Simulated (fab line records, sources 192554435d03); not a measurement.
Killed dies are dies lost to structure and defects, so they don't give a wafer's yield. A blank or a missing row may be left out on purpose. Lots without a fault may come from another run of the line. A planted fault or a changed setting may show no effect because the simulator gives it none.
fab line records | flow n5_finfet
record lots=7 wafers=21
route steps=1938 shown BEOL_M5@1119 BEOL_M7@1293 BEOL_M8@1337
start_h: hours from the record's first day to the start of the lot's first wafer shown | wait_h: hours since the lot's step before | " the same as in the row above | L1.1+2: a row that stands for several wafers | - no value, or no start given | * or withheld: withheld | < > ~ a bound
route shown NAME@n: a module of which the file shows steps, and the number in the route of the first | usual: mean/standard deviation of fault-free wafers | same: alike in all rows | chamber/n: place in a boat | sites: the reading at each site | _std_site: their standard deviation | _edge_site: outer sites' mean less inner sites' | radius_mm: how far each site lies from the wafer's centre | mask NAME#n: copy n | behind: the tool/chamber that last shaped the wafer | hold: why the lot was held/for how many hours/how that ended | device: the transistor (n, p or np) that didn't switch | end of line: the same wafers' tests at the end of the route | a step without rows: its recipe alone | killed: dies lost to structure and defects at the first sort, not the wafer's yield | map: a wafer's dies, x killed, . not, _ none there
set.NAME: the setting as run; set.NAME@STEP: as run at that earlier step | model.NAME: the simulator's own value behind a step, which no gauge read
lots whose settings were changed on purpose; a table a step, a row a wafer
## steps
# step N5_BEOL_M5_COAT_71
# recipe resist=underlayer temp_c=205 time_s=60 spin_rpm=1500 resist_thk_nm=5
# columns lot.wafer tool chamber start_h wait_h set.spin_rpm
L079.3+5 litho_track-03 0 - - 1619
L079.6 " 0 " " 1500
L081.2 litho_track-03 0 - - 1546
L081.4+6 " 0 " " 1500
L087.2 litho_track-02 0 - - 1438
L087.3+6 " 0 " " 1500
L090.1+2 litho_track-01 0 - - 1500
L090.6 " 0 " " 1430
L091.1+4+5 litho_track-01 0 - - 1500
L097.3 litho_track-02 0 - - 1500
L097.4+5 " 0 " " 1382
L096.3 litho_track-03 0 - - 1500
L096.5+6 " 0 " " 1542
# step N5_BEOL_M5_COAT_05
# recipe resist=CAR-EUV spin_rpm=1500 resist_thk_nm=30
# step N5_BEOL_M5_EBR_07
# recipe solvent=PGMEA ebr_width_mm=1.5
# step N5_BEOL_M5_DESCUM_16
# recipe chemistry=O2 time_s=7 source_power_w=50 bias_power_w=20 pressure_mtorr=20 rf_frequency_hz=2.712e+07 temp_c=40 resist=CAR-EUV o2_flow_sccm=225
# step N5_BEOL_M5_ETCH_72
# recipe chemistry=N2/H2 target=underlayer target_depth_a=65 mask_material=CAR-EUV time_s=5.2 ion_energy_ev=200 pressure_mtorr=30 source_w=840 bias_w=150 n2_flow_sccm=200 h2_flow_sccm=200 ends=cleared
# usual etch_rf_on_time_s=5.22/0.087
# columns lot.wafer tool chamber start_h wait_h set.spin_rpm@BEOL_M5_COAT_71 etch_rf_on_time_s model.etch.depth_nm
L079.3 rie_diel-06 2 196.60 0.0 1619 5.07 4.785
L079.5 " 1 " " 1619 5.00 4.779
L079.6 " 2 " " 1500 5.28 4.968
L081.2 rie_diel-02 3 216.24 0.0 1546 5.08 4.94
L081.4 " 0 " " 1500 5.18 5.014
L081.6 " 0 " " 1500 5.11 5.014
L087.2 rie_diel-06 2 256.23 0.0 1438 5.31 5.123
L087.3 " 1 " " 1500 5.28 5.039
L087.6 " 2 " " 1500 5.26 5.032
L090.1 rie_diel-02 3 260.10 0.0 1500 5.19 5.018
L090.2 " 0 " " 1500 5.16 5
L090.6 " 1 " " 1430 5.41 5.118
L091.1 rie_diel-06 3 265.39 0.0 1500 5.24 5.023
L091.4 " 2 " " 1500 5.29 5.005
L091.5 " 3 " " 1500 5.19 5.024
L097.3 rie_diel-02 0 303.09 0.0 1500 5.21 4.997
L097.4 " 2 " " 1382 5.51 5.213
L097.5 " 3 " " 1382 5.36 5.208
L096.3 rie_diel-04 3 324.83 0.0 1500 5.32 5.012
L096.5 " 2 " " 1542 5.22 4.933
L096.6 " 3 " " 1542 5.29 4.947
# step N5_BEOL_M7_EXPOSE_25
# recipe mask_id=V6 na=0.33 source_shape=annular sigma_inner=0.4 sigma_outer=0.8 polarization=unpolarized target_cd_nm=40 dose_mj=42.5
# columns lot.wafer tool chamber start_h wait_h mask set.dose_mj
L079.3+6 euv_scanner-02 0 216.85 - V6#0 42.5
L079.5 " 0 " " V6#0 44.15
L081.2+4 euv_scanner-01 0 238.47 - V6#0 40.67
L081.6 " 0 " " V6#0 42.5
L090.1 euv_scanner-02 0 280.90 - V6#0 42.5
L090.2+6 " 0 " " V6#0 43.37
L087.2+3 euv_scanner-02 0 281.00 - V6#0 42.5
L087.6 " 0 " " V6#0 41.28
L091.1+4+5 euv_scanner-02 0 285.03 - V6#0 42.5
L097.3+4+5 euv_scanner-02 0 323.68 - V6#0 42.5
L096.3+6 euv_scanner-02 0 346.97 - V6#0 42.5
L096.5 " 0 " " V6#0 44.81
# step N5_BEOL_M7_PEB_26
# recipe peb_temp_c=100 peb_time_s=60 resist=CAR-EUV
# step N5_BEOL_M7_DEVELOP_27
# recipe develop_time_s=30 developer=TMAH resist=CAR-EUV rinse_liquid=surfactant_rinse dry=air_spin dev_temp_c=23
# step N5_BEOL_M7_CD_MEAS_28
# recipe target_cd_nm=40 landing_energy_ev=500 detector=se_inlens
# usual cd_nm=40.00/0.26
# columns lot.wafer tool chamber start_h wait_h set.dose_mj@BEOL_M7_EXPOSE_25 cd_nm
L079.3 cd_sem-02 0 216.97 - 42.5 40.08
L079.5 " 0 " " 44.15 40.94
L079.6 " 0 " " 42.5 40.10
L081.2 cd_sem-01 0 238.60 - 40.67 38.98
L081.4 " 0 " " 40.67 38.97
L081.6 " 0 " " 42.5 40.03
L090.1 cd_sem-02 0 281.03 - 42.5 40.55
L090.2 " 0 " " 43.37 40.65
L090.6 " 0 " " 43.37 40.59
L087.2 cd_sem-02 0 281.13 - 42.5 39.72
L087.3 " 0 " " 42.5 39.85
L087.6 " 0 " " 41.28 39.17
L091.1 cd_sem-01 0 285.16 - 42.5 39.87
L091.4 " 0 " " 42.5 40.11
L091.5 " 0 " " 42.5 39.94
L097.3 cd_sem-03 0 323.80 - 42.5 40.24
L097.4 " 0 " " 42.5 39.89
L097.5 " 0 " " 42.5 40.36
L096.3 cd_sem-01 0 347.09 - 42.5 39.98
L096.5 " 0 " " 44.81 41.04
L096.6 " 0 " " 42.5 39.86
# step N5_BEOL_M7_DESCUM_33
# recipe chemistry=O2 time_s=7 source_power_w=50 bias_power_w=20 pressure_mtorr=20 rf_frequency_hz=2.712e+07 temp_c=40 resist=CAR-EUV o2_flow_sccm=225
# columns lot.wafer tool chamber start_h wait_h set.dose_mj@BEOL_M7_EXPOSE_25 model.BEOL_M7.cd_nm
L079.3 rie_diel-06 2 217.09 0.0 42.5 40.2
L079.5 " 2 " " 44.15 41
L079.6 " 1 " " 42.5 40
L081.2 rie_diel-04 3 238.72 0.0 40.67 39
L081.4 " 2 " " 40.67 39.2
L081.6 " 2 " " 42.5 40
L090.1 rie_diel-06 2 281.32 0.2 42.5 40
L090.2+6 " 0 " " 43.37 40.6
L087.2+3 rie_diel-02 2,3 281.45 0.2 42.5 39.8
L087.6 " 1 " " 41.28 39.2
L091.1+4 rie_diel-06 1,0 285.29 0.0 42.5 39.8
L091.5 " 2 " " 42.5 40
L097.3 rie_diel-02 3 323.92 0.0 42.5 40.2
L097.4 " 0 " " 42.5 40
L097.5 " 0 " " 42.5 40.4
L096.3 rie_diel-06 0 347.21 0.0 42.5 40
L096.5 " 3 " " 44.81 40.8
L096.6 " 2 " " 42.5 39.8
# step N5_BEOL_M7_ETCH_72
# recipe chemistry=N2/H2 target=underlayer target_depth_a=65 mask_material=CAR-EUV time_s=5.2 ion_energy_ev=200 pressure_mtorr=30 source_w=840 bias_w=150 n2_flow_sccm=200 h2_flow_sccm=200 ends=cleared
# columns lot.wafer tool chamber start_h wait_h set.dose_mj@BEOL_M7_EXPOSE_25 model.BEOL_M7.cd_nm
L079.3 rie_diel-06 2 217.12 0.0 42.5 40.2
L079.5 " 2 " " 44.15 41
L079.6 " 1 " " 42.5 40
L081.2 rie_diel-04 3 238.76 0.0 40.67 39
L081.4 " 2 " " 40.67 39.2
L081.6 " 2 " " 42.5 40
L090.1 rie_diel-06 2 281.35 0.0 42.5 40
L090.2 " 0 " " 43.37 40.6
L090.6 " 0 " " 43.37 40.8
L087.2+3 rie_diel-02 2,3 281.48 0.0 42.5 39.8
L087.6 " 1 " " 41.28 39.2
L091.1+4+5 rie_diel-06 1,0,2 285.32 0.0 42.5 39.8
L097.3+5 rie_diel-02 3,0 323.95 0.0 42.5 40.2
L097.4 " 0 " " 42.5 40
L096.3 rie_diel-06 0 347.24 0.0 42.5 40
L096.5 " 3 " " 44.81 41
L096.6 " 2 " " 42.5 39.8
# step N5_BEOL_M7_ETCH_65
# recipe chemistry=CF4 target=SiARC target_depth_a=156 mask_material=CAR-EUV time_s=26 ion_energy_ev=80 pressure_mtorr=40 source_w=545 bias_w=36 Ar_flow_sccm=100 cf4_flow_sccm=100 ends=cleared
# step N5_BEOL_M7_ETCH_66
# recipe chemistry=N2/H2 target=SOC target_depth_a=800 overetch_a=160 mask_material=SiARC temp_c=40 time_s=120 ion_energy_ev=200 pressure_mtorr=30 source_w=840 bias_w=150 n2_flow_sccm=200 h2_flow_sccm=200
# columns lot.wafer tool chamber start_h wait_h set.dose_mj@BEOL_M7_EXPOSE_25 model.BEOL_M7.cd_nm
L079.3 rie_diel-06 2 217.17 0.0 42.5 40
L079.5 " 2 " " 44.15 40.8
L079.6 " 1 " " 42.5 39.8
L081.2 rie_diel-04 3 238.80 0.0 40.67 39
L081.4 " 2 " " 40.67 39.2
L081.6 " 2 " " 42.5 40.2
L090.1 rie_diel-06 2 281.40 0.0 42.5 40
L090.2 " 0 " " 43.37 40.6
L090.6 " 0 " " 43.37 40.8
L087.2+3 rie_diel-02 2,3 281.53 0.0 42.5 39.8
L087.6 " 1 " " 41.28 39.2
L091.1 rie_diel-06 1 285.37 0.0 42.5 40
L091.4+5 " 0,2 " " 42.5 39.8
L097.3 rie_diel-02 3 324.00 0.0 42.5 40
L097.4+5 " 0 " " 42.5 40.4
L096.3+6 rie_diel-06 0,2 347.29 0.0 42.5 40
L096.5 " 3 " " 44.81 41.2
# step N5_BEOL_M8_COAT_59
# recipe resist=SOC temp_c=250 time_s=60 spin_rpm=1500 resist_thk_nm=100
# columns lot.wafer tool chamber start_h wait_h set.spin_rpm model.SOC_of_BEOL_M8_COAT_59.thk_nm
L079.3 litho_track-04 0 222.10 0.1 1500 100
L079.5 " 0 " " 1500 100.4
L079.6 " 0 " " 1500 100.2
L081.2 litho_track-02 0 242.95 0.1 1406 103
L081.4+6 " 0 " " 1500 100
L090.1 litho_track-04 0 286.14 0.1 1500 99.8
L090.2 " 0 " " 1500 99.4
L090.6 " 0 " " 1593 96.6
L087.2+3 litho_track-03 0 286.17 0.1 1500 100.2
L087.6 " 0 " " 1500 100.4
L091.1 litho_track-03 0 289.37 0.1 1500 99.8
L091.4 " 0 " " 1500 100.2
L091.5 " 0 " " 1500 100
L097.3 litho_track-04 0 328.10 0.1 1500 100.2
L097.4 " 0 " " 1424 102.6
L097.5 " 0 " " 1500 99.8
L096.3 litho_track-02 0 353.47 0.1 1500 100
L096.5+6 " 0 " " 1500 100.2
# step N5_BEOL_M8_EXPOSE_08
# recipe mask_id=M8 na=1.35 source_shape=dipole sigma_inner=0.817 sigma_outer=0.97 polarization=te dose_mj=68.25
# columns lot.wafer tool chamber start_h wait_h mask set.dose_mj
L079.3+5+6 arfi_scanner-01 0 222.23 - M8#0 68.25
L081.2+6 arfi_scanner-03 0 243.08 - M8#0 73.1
L081.4 " 0 " " M8#0 68.25
L090.1 arfi_scanner-01 0 286.39 - M8#0 64.99
L090.2+6 " 0 " " M8#0 68.25
L087.2 arfi_scanner-02 0 286.57 - M8#0 71.59
L087.3+6 " 0 " " M8#0 68.25
L091.1+4+5 arfi_scanner-01 0 289.61 - M8#0 68.25
L097.3+4+5 arfi_scanner-02 0 328.35 - M8#0 68.25
L096.3+6 arfi_scanner-01 0 353.73 - M8#0 65.33
L096.5 " 0 " " M8#0 68.25
# step N5_BEOL_M8_PEB_09
# recipe peb_temp_c=withheld peb_time_s=60 resist=CAR-ArF
# step N5_BEOL_M8_DEVELOP_10
# recipe develop_time_s=30 developer=TMAH resist=CAR-ArF rinse_liquid=diw dry=air_spin dev_temp_c=23
# step N5_BEOL_M8_CD_MEAS_11
# recipe target_cd_nm=38.5 landing_energy_ev=500 detector=se_inlens polarity=opening
# usual cd_nm=38.4/0.52
# columns lot.wafer tool chamber start_h wait_h set.dose_mj@BEOL_M8_EXPOSE_08 cd_nm
L079.3 cd_sem-03 0 222.35 - 68.25 38.3
L079.5 " 0 " " 68.25 38.6
L079.6 " 0 " " 68.25 38.7
L081.2 cd_sem-01 0 243.20 - 73.1 42.5
L081.4 " 0 " " 68.25 38.7
L081.6 " 0 " " 73.1 42.0
L090.1 cd_sem-01 0 286.52 - 64.99 35.4
L090.2 " 0 " " 68.25 38.4
L090.6 " 0 " " 68.25 38.3
L087.2 cd_sem-01 0 286.69 - 71.59 40.2
L087.3 " 0 " " 68.25 36.8
L087.6 " 0 " " 68.25 38.0
L091.1 cd_sem-01 0 289.74 - 68.25 38.1
L091.4 " 0 " " 68.25 38.4
L091.5 " 0 " " 68.25 38.6
L097.3 cd_sem-03 0 328.47 - 68.25 38.8
L097.4 " 0 " " 68.25 38.2
L097.5 " 0 " " 68.25 39.0
L096.3 cd_sem-03 0 353.85 - 65.33 35.7
L096.5 " 0 " " 68.25 38.5
L096.6 " 0 " " 65.33 36.6
# step N5_BEOL_M8_DESCUM_16
# recipe chemistry=O2 time_s=7.9 source_power_w=50 bias_power_w=20 pressure_mtorr=20 rf_frequency_hz=2.712e+07 temp_c=40 resist=CAR-ArF o2_flow_sccm=225
# step N5_BEOL_M8_ETCH_61
# recipe chemistry=CF4 target=SiARC target_depth_a=455 mask_material=CAR-ArF time_s=75.8 ion_energy_ev=80 pressure_mtorr=40 source_w=545 bias_w=36 Ar_flow_sccm=100 cf4_flow_sccm=100 ends=cleared
# columns lot.wafer tool chamber start_h wait_h set.dose_mj@BEOL_M8_EXPOSE_08 model.BEOL_M8.cd_offset_nm
L079.3+5 rie_diel-03 0,2 222.47 0.0 68.25 0
L079.6 " 3 " " 68.25 -0.2
L081.2+6 rie_diel-01 1,0 243.32 0.0 73.1 3.8
L081.4 " 2 " " 68.25 -0.2
L090.1 rie_diel-03 2 286.65 0.0 64.99 -3.2
L090.2 " 0 " " 68.25 -0.2
L090.6 " 0 " " 68.25 -0.4
L087.2 rie_diel-01 0 286.81 0.0 71.59 2
L087.3 " 1 " " 68.25 -1.8
L087.6 " 2 " " 68.25 -1
L091.1 rie_diel-03 3 290.04 0.0 68.25 -0.4
L091.4 " 2 " " 68.25 -0.2
L091.5 " 1 " " 68.25 0.2
L097.3+5 rie_diel-03 0 328.87 0.0 68.25 0.2
L097.4 " 1 " " 68.25 0
L096.3 rie_diel-01 0 353.97 0.0 65.33 -2.4
L096.5 " 0 " " 68.25 -0.4
L096.6 " 2 " " 65.33 -1.8
# step N5_BEOL_M8_ETCH_62
# recipe chemistry=N2/H2 target=SOC target_depth_a=1100 overetch_a=220 mask_material=SiARC temp_c=40 time_s=165 ion_energy_ev=200 pressure_mtorr=30 source_w=840 bias_w=150 n2_flow_sccm=200 h2_flow_sccm=200
# columns lot.wafer tool chamber start_h wait_h set.spin_rpm@BEOL_M8_COAT_59 set.dose_mj@BEOL_M8_EXPOSE_08 model.etch.depth_nm model.BEOL_M8.cd_offset_nm
L079.3 rie_diel-03 0 222.52 0.0 1500 68.25 100 0.2
L079.5 " 2 " " 1500 68.25 100.4 0.2
L079.6 " 3 " " 1500 68.25 100.2 -0.6
L081.2 rie_diel-01 1 243.38 0.0 1406 73.1 103 3.8
L081.4 " 2 " " 1500 68.25 99.97 0
L081.6 " 0 " " 1500 73.1 99.97 4.2
L090.1 rie_diel-03 2 286.70 0.0 1500 64.99 99.71 -3.2
L090.2 " 0 " " 1500 68.25 99.49 0
L090.6 " 0 " " 1593 68.25 96.68 -0.2
L087.2 rie_diel-01 0 286.87 0.0 1500 71.59 100.2 2.6
L087.3 " 1 " " 1500 68.25 100.2 -1.6
L087.6 " 2 " " 1500 68.25 100.4 -0.8
L091.1 rie_diel-03 3 290.10 0.0 1500 68.25 99.74 -1
L091.4 " 2 " " 1500 68.25 100.1 -0.4
L091.5 " 1 " " 1500 68.25 99.92 0
L097.3 rie_diel-03 0 329.00 0.1 1500 68.25 100.2 0.6
L097.4 " 1 " " 1424 68.25 102.6 0
L097.5 " 0 " " 1500 68.25 99.8 0.6
L096.3 rie_diel-01 0 354.02 0.0 1500 65.33 99.92 -2.6
L096.5 " 0 " " 1500 68.25 100.1 -0.4
L096.6 " 2 " " 1500 65.33 100.3 -1.8
# step N5_BEOL_M8_STRIP_68
# recipe chemistry=N2/H2 temp_c=40 n2_flow_sccm=200 h2_flow_sccm=200 rf_frequency_hz=6e+07
# step N5_BEOL_M8_STRIP_67
# recipe chemistry=CF4 resist=SiARC power_w=300 bias_power_w=75 pressure_mtorr=50 cf4_flow_sccm=150 rf_frequency_hz=6e+07
# step N5_BEOL_M8_HM_OPEN_17
# recipe chemistry=Cl2/BCl3 target_depth_a=200 overetch_a=60 target=TiN mask_material=SOC ion_energy_ev=150 pressure_mtorr=10 icp_w=1000 bias_w=126 Cl2_flow_sccm=53.25 bcl3_flow_sccm=21.75 Ar_flow_sccm=25
# columns lot.wafer tool chamber start_h wait_h set.dose_mj@BEOL_M8_EXPOSE_08 model.BEOL_M8.cd_offset_nm
L079.3 rie_metal-02 0 222.74 0.1 68.25 0.2
L079.5 " 1 " " 68.25 0.4
L079.6 " 0 " " 68.25 -0.6
L081.2 rie_metal-02 0 243.57 0.0 73.1 4
L081.4 " 0 " " 68.25 0.4
L081.6 " 1 " " 73.1 4.2
L090.1 rie_metal-01 1 286.89 0.0 64.99 -3
L090.2 " 0 " " 68.25 0
L090.6 " 1 " " 68.25 -0.2
L087.2 rie_metal-02 0 287.05 0.0 71.59 2.6
L087.3 " 1 " " 68.25 -1.8
L087.6 " 1 " " 68.25 -0.8
L091.1 rie_metal-01 0 290.28 0.0 68.25 -1
L091.4 " 0 " " 68.25 -0.4
L091.5 " 0 " " 68.25 0.2
L097.3+5 rie_metal-02 0 329.23 0.1 68.25 0.6
L097.4 " 1 " " 68.25 0
L096.3 rie_metal-01 0 354.24 0.1 65.33 -2.6
L096.5 " 0 " " 68.25 -0.4
L096.6 " 1 " " 65.33 -2
# step N5_BEOL_M8_STRIP_19
# recipe chemistry=O2 power_w=400 temp_c=40 pressure_mtorr=30 rf_frequency_hz=6e+07 bias_power_w=0 overash_fraction=0.2 o2_flow_sccm=225
# step N5_BEOL_M8_CD_MEAS_18
# recipe pitch_nm=80 target_cd_nm=40
# usual cd_nm=39.9/0.61
# columns lot.wafer tool chamber start_h wait_h set.dose_mj@BEOL_M8_EXPOSE_08 cd_nm
L079.3 cd_sem-02 - 222.97 0.1 68.25 40.6
L079.5 " - " " 68.25 40.4
L079.6 " - " " 68.25 39.3
L081.2 cd_sem-01 - 243.75 0.1 73.1 44.2
L081.4 " - " " 68.25 40.5
L081.6 " - " " 73.1 43.9
L090.1 cd_sem-02 - 287.07 0.0 64.99 37.2
L090.2 " - " " 68.25 40.2
L090.6 " - " " 68.25 39.9
L087.2 cd_sem-02 - 287.24 0.1 71.59 42.4
L087.3 " - " " 68.25 38.2
L087.6 " - " " 68.25 39.5
L091.1 cd_sem-01 - 290.53 0.0 68.25 39.1
L091.4 " - " " 68.25 39.6
L091.5 " - " " 68.25 40.5
L097.3 cd_sem-03 - 329.45 0.1 68.25 40.4
L097.4 " - " " 68.25 40.3
L097.5 " - " " 68.25 40.7
L096.3 cd_sem-03 - 354.39 0.1 65.33 37.5
L096.5 " - " " 68.25 39.8
L096.6 " - " " 65.33 37.6
# step N5_BEOL_M8_COAT_63
# recipe resist=SOC temp_c=250 time_s=60 spin_rpm=1500 resist_thk_nm=60
# step N5_BEOL_M8_COAT_64
# recipe resist=SiARC temp_c=220 time_s=60 spin_rpm=1500 resist_thk_nm=12
# step N5_BEOL_M8_PRECLEAN_42
# recipe chemistry=residue_remover time_s=60 temp_c=40
# step N5_BEOL_M8_SRD_43
# recipe time_s=30 temp_c=23 rinse_liquid=diw dry=ipa_marangoni
# step N5_BEOL_M8_CD_MEAS_35
# recipe target_cd_nm=40 polarity=opening
# usual cd_nm=39.9/0.59
# columns lot.wafer tool chamber start_h wait_h set.dose_mj@BEOL_M8_EXPOSE_08 cd_nm
L079.3 cd_sem-02 - 224.12 0.0 68.25 40.4
L079.5 " - " " 68.25 40.1
L079.6 " - " " 68.25 39.7
L081.2 cd_sem-03 - 245.82 0.0 73.1 44.0
L081.4 " - " " 68.25 40.0
L081.6 " - " " 73.1 44.0
L090.1 cd_sem-01 - 289.12 0.0 64.99 36.9
L090.2 " - " " 68.25 39.4
L090.6 " - " " 68.25 39.9
L087.2 cd_sem-02 - 289.52 0.0 71.59 42.4
L087.3 " - " " 68.25 38.2
L087.6 " - " " 68.25 39.1
L091.1 cd_sem-03 - 291.67 0.0 68.25 39.0
L091.4 " - " " 68.25 40.0
L091.5 " - " " 68.25 40.2
L097.3 cd_sem-03 - 330.49 0.0 68.25 40.3
L097.4 " - " " 68.25 40.5
L097.5 " - " " 68.25 40.9
L096.3 cd_sem-01 - 356.33 0.0 65.33 37.5
L096.5 " - " " 68.25 39.3
L096.6 " - " " 65.33 38.1
## key
split step=N5_BEOL_M5_COAT_71 setting=spin_rpm stated=1500 by=wafer
response step=N5_BEOL_M5_ETCH_72 reading=etch_rf_on_time_s change=* per=1% r=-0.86
response step=N5_BEOL_M5_ETCH_72 reading=model.etch.depth_nm change=-0.0247 per=1% r=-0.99
split step=N5_BEOL_M7_EXPOSE_25 setting=dose_mj stated=42.5 by=wafer
response step=N5_BEOL_M7_CD_MEAS_28 reading=cd_nm change=+0.21 per=1% r=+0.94
response step=N5_BEOL_M7_DESCUM_33 reading=model.BEOL_M7.cd_nm change=+0.201 per=1% r=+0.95
response step=N5_BEOL_M7_ETCH_72 reading=model.BEOL_M7.cd_nm change=+0.218 per=1% r=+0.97
response step=N5_BEOL_M7_ETCH_66 reading=model.BEOL_M7.cd_nm change=+0.237 per=1% r=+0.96
split step=N5_BEOL_M8_COAT_59 setting=spin_rpm stated=1500 by=wafer
response step=N5_BEOL_M8_COAT_59 reading=model.SOC_of_BEOL_M8_COAT_59.thk_nm change=-0.489 per=1% r=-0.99
response step=N5_BEOL_M8_ETCH_62 reading=model.etch.depth_nm change=-0.49 per=1% r=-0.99
split step=N5_BEOL_M8_EXPOSE_08 setting=dose_mj stated=68.25 by=wafer
response step=N5_BEOL_M8_CD_MEAS_11 reading=cd_nm change=+0.544 per=1% r=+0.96
response step=N5_BEOL_M8_ETCH_61 reading=model.BEOL_M8.cd_offset_nm change=+0.573 per=1% r=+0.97
response step=N5_BEOL_M8_ETCH_62 reading=model.BEOL_M8.cd_offset_nm change=+0.602 per=1% r=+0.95
response step=N5_BEOL_M8_HM_OPEN_17 reading=model.BEOL_M8.cd_offset_nm change=+0.583 per=1% r=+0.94
response step=N5_BEOL_M8_CD_MEAS_18 reading=cd_nm change=+0.566 per=1% r=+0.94
response step=N5_BEOL_M8_CD_MEAS_35 reading=cd_nm change=+0.568 per=1% r=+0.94
